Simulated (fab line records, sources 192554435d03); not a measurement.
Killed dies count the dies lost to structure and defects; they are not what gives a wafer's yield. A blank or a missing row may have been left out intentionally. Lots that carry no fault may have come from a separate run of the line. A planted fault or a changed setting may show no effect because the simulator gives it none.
fab line records ; flow n5-finfet
record: lots: 6; wafers: 18; last-day: 19
route steps=1938 shown BEOL_M12@1625 PASSIVATION@1936
lots with no fault: from the same line, run without faults
start-h: hours from the record's first day to the start of the lot's first wafer shown ; wait-h: hours since the lot's step before ; " repeats the value in the row above ; L1.1+2: a single row standing in for several wafers ; - either no value or no given start ; * or withheld: withheld ; < > ~ a bound
route shown NAME@n: a module of which the file shows steps, and the number in the route of the first ; usual: the fault-free wafers' mean and standard deviation ; same: alike in all rows ; chamber/n: place in a boat ; sites: per-site readings ; _std_site: standard deviation across them ; _edge_site: the outer-site mean with the inner-site mean subtracted ; radius-mm: how far each site lies from the wafer's centre ; mask NAME#n: copy n ; behind: the most recent tool/chamber to have shaped the wafer ; hold: the reason the lot was held/the length of the hold in hours/how it ended ; device: transistor that didn't switch, given as n, p or np ; end of line: the same wafers' tests at the end of the route ; step lacking rows: just its recipe ; killed: not the wafer's yield, but the dies lost to structure and defects at the first sort ; map: dies across one wafer; x = killed, . = not, _ = none there
set.NAME: the setting as run; set.NAME@STEP: as run at that earlier step ; model.NAME: the simulator's own value behind a step, which no gauge read
lots at some steps of the route; a table a step, a row a wafer
services: from which hour (start-h, from the record's first day; less than 0 if before it) a tool's chamber was out of use, for how many hours, and why
== steps ==
step: N5_BEOL_M12_COAT_22
recipe: spin-rpm: 2888; resist-thk-nm: 300
step: N5_BEOL_M12_EBR_24
recipe: solvent: PGMEA; ebr-width-mm: 1.5
step: N5_BEOL_M12_SOFTBAKE_23
recipe: temp-c: 130; time-s: 60
step: N5_BEOL_M12_EXPOSE_25
recipe: mask-id: M12; na: 0.93; source-shape: conventional; sigma-outer: 0.4; polarization: unpolarized; dose-mj: 21.8
step: N5_BEOL_M12_PEB_26
recipe: peb-temp-c: 130; peb-time-s: 90
step: N5_BEOL_M12_DEVELOP_27
recipe: develop-time-s: 45; rinse-liquid: diw; dry: air-spin; dev-temp-c: 21
step: N5_BEOL_M12_HARDBAKE_32
recipe: temp-c: 130; time-s: 120
step: N5_BEOL_M12_CD_MEAS_28
recipe: target-cd-nm: 160.2; landing-energy-ev: 500; detector: se-inlens; polarity: opening
usual: cd-nm: 161.4/1.9
lot.wafer;tool;chamber;start-h;wait-h;cd-nm
L928.2;cd-sem-02;0;315.85;-;160.1
L928.5;cd-sem-02;0;315.85;-;161.7
L928.6;cd-sem-02;0;315.85;-;162.3
L927.4;cd-sem-03;0;326.23;-;161.3
L927.5;cd-sem-03;0;326.23;-;162.0
L927.6;cd-sem-03;0;326.23;-;160.3
L936.3;cd-sem-02;0;350.42;-;160.3
L936.5;cd-sem-02;0;350.42;-;159.7
L936.6;cd-sem-02;0;350.42;-;160.3
L935.1;cd-sem-03;0;357.64;-;161.5
L935.2;cd-sem-03;0;357.64;-;158.8
L935.3;cd-sem-03;0;357.64;-;160.1
L942.3;cd-sem-02;0;393.01;-;162.0
L942.4;cd-sem-02;0;393.01;-;162.5
L942.6;cd-sem-02;0;393.01;-;160.8
L944.1;cd-sem-03;0;415.29;-;160.1
L944.2;cd-sem-03;0;415.29;-;162.7
L944.4;cd-sem-03;0;415.29;-;163.1
step: N5_BEOL_M12_OVL_MEAS_29
recipe: points-per-wafer: 44
usual: M12_OVL: 1/4.2
lot.wafer;tool;chamber;start-h;wait-h;M12_OVL[nm]
L928.2;overlay-01;0;315.88;0.0;-4
L928.5;overlay-01;0;315.88;0.0;5
L928.6;overlay-01;0;315.88;0.0;-6
L927.4;overlay-01;0;326.26;0.0;-3
L927.5;overlay-01;0;326.26;0.0;1
L927.6;overlay-01;0;326.26;0.0;1
L936.3;overlay-01;0;350.45;0.0;-2
L936.5;overlay-01;0;350.45;0.0;-3
L936.6;overlay-01;0;350.45;0.0;1
L935.1;overlay-02;0;357.67;0.0;-4
L935.2;overlay-02;0;357.67;0.0;2
L935.3;overlay-02;0;357.67;0.0;-12
L942.3;overlay-01;0;393.04;0.0;3
L942.4;overlay-01;0;393.04;0.0;2
L942.6;overlay-01;0;393.04;0.0;-1
L944.1;overlay-02;0;415.32;0.0;-1
L944.2;overlay-02;0;415.32;0.0;5
L944.4;overlay-02;0;415.32;0.0;-1
step: N5_BEOL_M12_INSPECT_30
recipe: mode: adi; inspect-instrument: macro
usual: raw-defect-count: 1.9/1.4
lot.wafer;tool;chamber;start-h;wait-h;raw-defect-count
L928.2;defect-inspect-02;-;315.91;0.0;2
L928.5;defect-inspect-02;-;315.91;0.0;1
L928.6;defect-inspect-02;-;315.91;0.0;2
L927.4;defect-inspect-02;-;326.28;0.0;1
L927.5;defect-inspect-02;-;326.28;0.0;2
L927.6;defect-inspect-02;-;326.28;0.0;1
L936.3;defect-inspect-01;-;350.47;0.0;2
L936.5;defect-inspect-01;-;350.47;0.0;2
L936.6;defect-inspect-01;-;350.47;0.0;3
L935.1;defect-inspect-01;-;357.69;0.0;3
L935.2;defect-inspect-01;-;357.69;0.0;0
L935.3;defect-inspect-01;-;357.69;0.0;3
L942.3;defect-inspect-02;-;393.06;0.0;3
L942.4;defect-inspect-02;-;393.06;0.0;2
L942.6;defect-inspect-02;-;393.06;0.0;3
L944.1;defect-inspect-01;-;415.34;0.0;0
L944.2;defect-inspect-01;-;415.34;0.0;4
L944.4;defect-inspect-01;-;415.34;0.0;2
step: N5_BEOL_M12_DESCUM_33
recipe: chemistry: O2; time-s: 7.9; source-power-w: 50; bias-power-w: 20; pressure-mtorr: 20; rf-frequency-hz: 2.712e+07; temp-c: 40; o2-flow-sccm: 225
usual: drypump-motor-current-A: 5.6/0.47; oes-product-au: 0.83/0.08; rf-vpp-V: 243.4/1.3; showerhead-plenum-p-Torr: 2.11/0.065; throttle-valve-pct: 20.41/0.26
lot.wafer;tool;chamber;start-h;wait-h;drypump-motor-current-A;oes-product-au;rf-hours-counter-h;rf-vpp-V;showerhead-plenum-p-Torr;throttle-valve-pct
L928.2;rie-diel-04;1;315.94;0.0;5.7;0.73;225;242.5;2.04;20.46
L928.5;rie-diel-04;2;315.94;0.0;6.2;0.88;-;245.4;2.22;20.34
L928.6;rie-diel-04;3;315.94;0.0;6.0;0.86;-;244.1;2.12;20.51
L927.4;rie-diel-02;2;326.31;0.0;5.2;0.73;173;245.2;2.20;20.51
L927.5;rie-diel-02;3;326.31;0.0;5.7;0.83;-;242.6;2.06;20.42
L927.6;rie-diel-02;0;326.31;0.0;6.3;0.77;-;244.2;2.11;20.88
L936.3;rie-diel-04;1;350.71;0.2;5.7;0.72;241;242.8;2.04;20.49
L936.5;rie-diel-04;3;350.71;0.2;6.0;0.84;-;242.9;2.12;20.53
L936.6;rie-diel-04;0;350.71;0.2;5.8;0.96;-;243.7;2.15;20.09
L935.1;rie-diel-04;3;357.73;0.0;5.9;0.84;80;243.4;2.12;20.53
L935.2;rie-diel-04;0;357.73;0.0;5.8;0.96;13;244.3;2.15;20.09
L935.3;rie-diel-04;2;357.73;0.0;6.2;0.85;63;245.6;2.22;20.36
L942.3;rie-diel-02;2;393.29;0.2;5.2;0.70;203;244.2;2.19;20.56
L942.4;rie-diel-02;1;393.29;0.2;5.5;0.87;65;242.2;2.05;20.59
L942.6;rie-diel-02;2;393.29;0.2;5.2;0.70;-;243.3;2.19;20.55
L944.1;rie-diel-02;2;415.38;0.0;5.2;0.70;211;244.1;2.19;20.57
L944.2;rie-diel-02;1;415.38;0.0;5.5;0.86;72;242.9;2.04;20.60
L944.4;rie-diel-02;0;415.38;0.0;6.3;0.73;172;242.3;2.10;20.95
step: N5_BEOL_M12_ETCH_67
recipe: chemistry: CF4; target: SiARC; target-depth-a: 1430; time-s: 238.3; ion-energy-ev: 80; pressure-mtorr: 40; source-w: 545; bias-w: 36; Ar_flow_sccm: 100; cf4-flow-sccm: 100; ends: cleared
usual: bias-w: 36.00/0.11; drypump-motor-current-A: 5.6/0.46; etch-rf-on-time-s: 237/7.4; mfc-ar-sccm: 99.98/0.28; oes-product-au: 0.70/0.064; rf-vpp-V: 184.2/1.1; showerhead-plenum-p-Torr: 2.15/0.061; throttle-valve-pct: 15.53/0.25
lot.wafer;tool;chamber;start-h;wait-h;bias-w;drypump-motor-current-A;etch-rf-on-time-s;mfc-ar-sccm;oes-product-au;rf-hours-counter-h;rf-vpp-V;showerhead-plenum-p-Torr;throttle-valve-pct
L928.2;rie-diel-04;1;315.97;0.0;36.11;5.7;234;100.15;0.61;225;185.6;2.11;15.81
L928.5;rie-diel-04;2;315.97;0.0;35.95;6.2;239;99.93;0.73;-;186.2;2.26;15.42
L928.6;rie-diel-04;3;315.97;0.0;35.87;6.0;247;100.59;0.71;-;183.9;2.15;15.54
L927.4;rie-diel-02;2;326.35;0.0;35.94;5.2;237;100.17;0.62;173;183.2;2.20;15.45
L927.5;rie-diel-02;3;326.35;0.0;36.18;5.7;240;100.09;0.71;-;182.8;2.09;15.39
L927.6;rie-diel-02;0;326.35;0.0;35.99;6.3;231;100.13;0.67;-;183.9;2.15;15.95
L936.3;rie-diel-04;1;350.74;0.0;36.03;5.7;232;100.14;0.61;241;183.6;2.11;15.86
L936.5;rie-diel-04;3;350.74;0.0;36.06;6.0;245;100.44;0.70;-;183.8;2.15;15.58
L936.6;rie-diel-04;0;350.74;0.0;35.96;5.8;222;99.54;0.83;-;185.2;2.18;15.20
L935.1;rie-diel-04;3;357.76;0.0;36.19;6.0;243;99.64;0.70;80;183.6;2.15;15.59
L935.2;rie-diel-04;0;357.76;0.0;36.19;5.8;220;99.89;0.82;13;183.1;2.18;15.20
L935.3;rie-diel-04;2;357.76;0.0;35.97;6.2;238;100.21;0.72;63;185.9;2.25;15.44
L942.3;rie-diel-02;2;393.32;0.0;36.10;5.2;239;100.23;0.60;203;183.6;2.19;15.50
L942.4;rie-diel-02;1;393.32;0.0;36.08;5.5;240;100.15;0.73;65;184.7;2.09;15.64
L942.6;rie-diel-02;2;393.32;0.0;36.00;5.2;239;100.31;0.60;-;184.9;2.19;15.48
L944.1;rie-diel-02;2;415.41;0.0;35.94;5.2;240;100.01;0.59;211;185.1;2.19;15.49
L944.2;rie-diel-02;1;415.41;0.0;35.98;5.5;241;99.86;0.72;72;182.1;2.09;15.65
L944.4;rie-diel-02;0;415.41;0.0;36.23;6.3;236;100.04;0.64;172;183.8;2.14;16.01
step: N5_BEOL_M12_ETCH_68
recipe: chemistry: N2/H2; target: SOC; mask-material: SiARC; source-w: 3000; bias-w: 350; temp-c: 40; time-s: 285; ion-energy-ev: 200; pressure-mtorr: 30; n2-flow-sccm: 200; h2-flow-sccm: 200
usual: bias-w: 350.0/0.94; drypump-motor-current-A: 5.6/0.46; oes-product-au: 0.82/0.079; rf-vpp-V: 524.4/2.3; showerhead-plenum-p-Torr: 2.56/0.082; throttle-valve-pct: 17.66/0.21
lot.wafer;tool;chamber;start-h;wait-h;bias-w;drypump-motor-current-A;oes-product-au;rf-hours-counter-h;rf-vpp-V;showerhead-plenum-p-Torr;throttle-valve-pct
L928.2;rie-diel-04;1;316.12;0.1;351.5;5.7;0.73;225;523.8;2.53;18.03
L928.5;rie-diel-04;2;316.12;0.1;349.6;6.2;0.88;-;527.7;2.69;17.58
L928.6;rie-diel-04;3;316.12;0.1;348.4;6.0;0.85;-;524.0;2.60;17.83
L927.4;rie-diel-02;2;326.49;0.1;350.2;5.3;0.72;174;525.8;2.62;17.58
L927.5;rie-diel-02;3;326.49;0.1;349.4;5.7;0.83;-;521.3;2.45;17.29
L927.6;rie-diel-02;0;326.49;0.1;351.0;6.4;0.76;-;522.2;2.52;17.81
L936.3;rie-diel-04;1;350.89;0.1;335.3;5.7;0.71;241;508.1;2.52;18.05
L936.5;rie-diel-04;3;350.89;0.1;334.1;6.0;0.82;-;509.5;2.59;17.87
L936.6;rie-diel-04;0;350.89;0.1;336.3;5.8;0.94;-;509.8;2.63;17.54
L935.1;rie-diel-04;3;357.91;0.1;334.6;6.0;0.81;80;512.0;2.59;17.85
L935.2;rie-diel-04;0;357.91;0.1;335.4;5.8;0.95;13;510.1;2.63;17.54
L935.3;rie-diel-04;2;357.91;0.1;334.3;6.2;0.85;64;513.6;2.68;17.59
L942.3;rie-diel-02;2;393.47;0.1;349.6;5.3;0.70;204;525.3;2.61;17.65
L942.4;rie-diel-02;1;393.47;0.1;350.9;5.5;0.86;65;521.4;2.49;17.95
L942.6;rie-diel-02;2;393.47;0.1;349.4;5.2;0.70;-;525.4;2.61;17.63
L944.1;rie-diel-02;2;415.56;0.1;349.8;5.2;0.69;211;525.7;2.60;17.65
L944.2;rie-diel-02;1;415.56;0.1;350.8;5.5;0.86;72;522.8;2.49;17.98
L944.4;rie-diel-02;0;415.56;0.1;349.0;6.3;0.72;172;523.4;2.51;17.88
step: N5_BEOL_M12_STRIP_69
recipe: chemistry: N2/H2; temp-c: 40; n2-flow-sccm: 200; h2-flow-sccm: 200; rf-frequency-hz: 6e+07
step: N5_PASSIVATION_PROBE_49
usual: defect-limited-yield: 91.2/1.4; killed_at_M0_to_M3: 34/9.3; killed_at_M4_up: 14/5.9; killed-at-contacts: 14/5.7; killed-at-front-end: 38/10; killed-at-other: 4/3.2; killed-dies: 104/17; killed-open: 67/13; killed-short: 33/6.9; sort_bin_4_leakage: 0/3.6; sort_bin_5_function: 5.2/1; sort_bin_6_memory: 3.3/0.61; sort_bin_8_speed: 0.3/1.8; sort-n-pass: 1069/52; sort-yield-pct: 91/4.4
same: gross-dies: 1180; killed-at-back-side: 0
lot.wafer;tool;chamber;start-h;wait-h;defect-limited-yield[%];killed_at_M0_to_M3;killed_at_M4_up;killed-at-contacts;killed-at-front-end;killed-at-other;killed-dies;killed-open;killed-short;sort_bin_4_leakage[%];sort_bin_5_function[%];sort_bin_6_memory[%];sort_bin_8_speed[%];sort-n-pass;sort-yield-pct[%]
L927.4;prober-01;-;363.36;0.2;89.5;44;16;13;45;6;124;83;29;0;5.9;3.9;0;1056;89
L927.5;prober-01;-;363.41;0.2;91.6;32;13;18;36;0;99;66;24;0;4.6;3.7;0;1081;92
L927.6;prober-01;-;363.46;0.3;88.7;33;30;21;43;6;133;93;32;0;7.0;4.1;0;1047;89
L936.3;prober-01;-;392.31;0.1;88.3;23;28;20;62;5;138;91;41;0;7.1;4.2;0;1042;88
L936.5;prober-01;-;392.41;0.2;89.0;45;13;20;39;13;130;84;36;0;6.4;4.4;0;1050;89
L936.6;prober-01;-;392.46;0.3;86.7;46;17;17;70;7;157;100;48;0;6.9;6.2;0;1023;87
L935.1;prober-02;-;398.61;0.0;93.0;22;17;10;31;3;83;63;18;0;4.2;2.8;0;1097;93
L944.1;prober-01;-;461.84;0.8;90.4;33;13;16;45;6;113;78;27;0;5.5;3.6;0;1067;90
L944.2;prober-01;-;461.89;0.8;92.5;41;8;10;26;4;89;58;29;0;4.5;2.7;0;1091;92
L944.4;prober-01;-;461.99;0.9;92.0;44;11;11;24;4;94;64;27;0;4.4;3.4;1.8;1065;90
killed by level:class
L927.4 BEOL_M2:geometric-particle:open=15 BEOL_M3:geometric-particle:open=11 MOL_CONTACT_COAG:geometric-particle:open=10 FIN_SAQP:geometric-particle:open=8 BEOL_M4:geometric-particle:open=8 STI_FIN_REVEAL:geometric-particle:open=7 FIN_SAQP:geometric-particle:short=5 BEOL_M1:geometric-particle:open=5
L927.5 MOL_CONTACT_COAG:geometric-particle:open=11 BEOL_M2:geometric-particle:open=11 FIN_SAQP:geometric-particle:open=8 BEOL_M0_SAQP:geometric-particle:open=6 STI_FIN_REVEAL:geometric-particle:open=5 STARTING-WAFER:geometric-particle:open=5 FIN_SAQP:geometric-particle:short=4 GATE_CUT:geometric-particle:short=4
L927.6 MOL_CONTACT_COAG:geometric-particle:open=16 BEOL_M4:geometric-particle:open=16 FIN_SAQP:geometric-particle:open=9 STI_FIN_REVEAL:geometric-particle:open=9 BEOL_M0_SAQP:geometric-particle:open=9 BEOL_M2:geometric-particle:open=6 BEOL_M3:geometric-particle:short=6 GATE_CUT:geometric-particle:short=4
L936.3 STI_FIN_REVEAL:geometric-particle:open=18 MOL_CONTACT_COAG:geometric-particle:open=17 BEOL_M4:geometric-particle:open=13 FIN_SAQP:geometric-particle:short=7 FIN_SAQP:geometric-particle:open=7 ILD0:geometric-particle:short=7 ILD0:geometric-particle:open=6 STI_FIN_REVEAL:geometric-particle:short=5
L936.5 MOL_CONTACT_COAG:geometric-particle:open=15 STI_FIN_REVEAL:geometric-particle:open=10 BEOL_M0_SAQP:geometric-particle:open=10 BEOL_M1:geometric-particle:open=9 PASSIVATION:area-etch=9 BEOL_M3:geometric-particle:open=8 STI_FIN_REVEAL:geometric-particle:short=7 BEOL_M0_SAQP:geometric-particle:short=7
L936.6 STI_FIN_REVEAL:geometric-particle:open=21 FIN_SAQP:geometric-particle:open=14 FIN_SAQP:geometric-particle:short=12 BEOL_M1:geometric-particle:open=10 BEOL_M3:geometric-particle:open=10 MOL_CONTACT_COAG:geometric-particle:open=9 BEOL_M0_SAQP:geometric-particle:short=9 MOL_CONTACT_COAG:geometric-particle:short=8
L935.1 MOL_CONTACT_COAG:geometric-particle:open=9 BEOL_M2:geometric-particle:open=7 BEOL_M4:geometric-particle:open=7 STI_FIN_REVEAL:geometric-particle:open=6 BEOL_M1:geometric-particle:open=6 FIN_SAQP:geometric-particle:open=5 STARTING-WAFER:geometric-particle:short=4 DUMMY_GATE:geometric-particle:open=3
L944.1 FIN_SAQP:geometric-particle:open=17 BEOL_M2:geometric-particle:open=12 MOL_CONTACT_COAG:geometric-particle:open=12 DUMMY_GATE:geometric-particle:open=7 STI_FIN_REVEAL:geometric-particle:open=5 BEOL_M0_SAQP:geometric-particle:short=5 BEOL_M0_SAQP:geometric-particle:open=5 PASSIVATION:area-etch=5
L944.2 FIN_SAQP:geometric-particle:open=10 MOL_CONTACT_COAG:geometric-particle:open=10 BEOL_M2:geometric-particle:open=10 BEOL_M0_SAQP:geometric-particle:short=8 BEOL_M0_SAQP:geometric-particle:open=6 BEOL_M1:geometric-particle:open=6 FIN_SAQP:geometric-particle:short=3 GATE_CUT:geometric-particle:open=3
L944.4 BEOL_M0_SAQP:geometric-particle:open=14 BEOL_M2:geometric-particle:open=11 BEOL_M0_SAQP:geometric-particle:short=9 MOL_CONTACT_COAG:geometric-particle:open=8 BEOL_M4:geometric-particle:open=8 FIN_SAQP:geometric-particle:open=6 STARTING-WAFER:geometric-particle:short=5 FIN_SAQP:geometric-particle:short=3
== services ==
tool;chamber;start-h;hours;kind
rie-diel-04;0;302.78;-;clean
rie-diel-04;0;302.78;-;consumable-replace:focus-ring
rie-diel-04;0;302.78;21.6;scheduled-down
rie-diel-04;0;302.78;21.6;vent-cycle
rie-diel-02;3;333.88;28.2;repair
rie-diel-04;1;382.68;-;clean
rie-diel-04;1;382.68;-;consumable-replace:focus-ring
rie-diel-04;1;382.68;23.1;scheduled-down
rie-diel-04;1;382.68;23.1;vent-cycle
rie-diel-04;2;395.37;6.0;repair
rie-diel-02;-;402.40;1.1;repair
== key ==
first-sign: step: N5_BEOL_M12_ETCH_68; reading: bias-w; direction: down; sigmas: 16; usual: *; struck: *
effect: step: N5_BEOL_M12_ETCH_68; reading: rf-vpp-V; direction: down; sigmas: 6.2; usual: 524.4; struck: 510.5
met-at N5_BEOL_M12_ETCH_68
struck-wafers L935.1,L935.2,L935.3,L936.3,L936.5,L936.6
onset-between 316.12 350.89
fault: kind: process-parameter-drift; tool: rie-diel-04; chamber: -; onset-h: 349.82; steps: N5_BEOL_M12_ETCH_68; channel: bias-w; offset: *; shape: step; end-h: 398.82; acts-in: *; stated: *
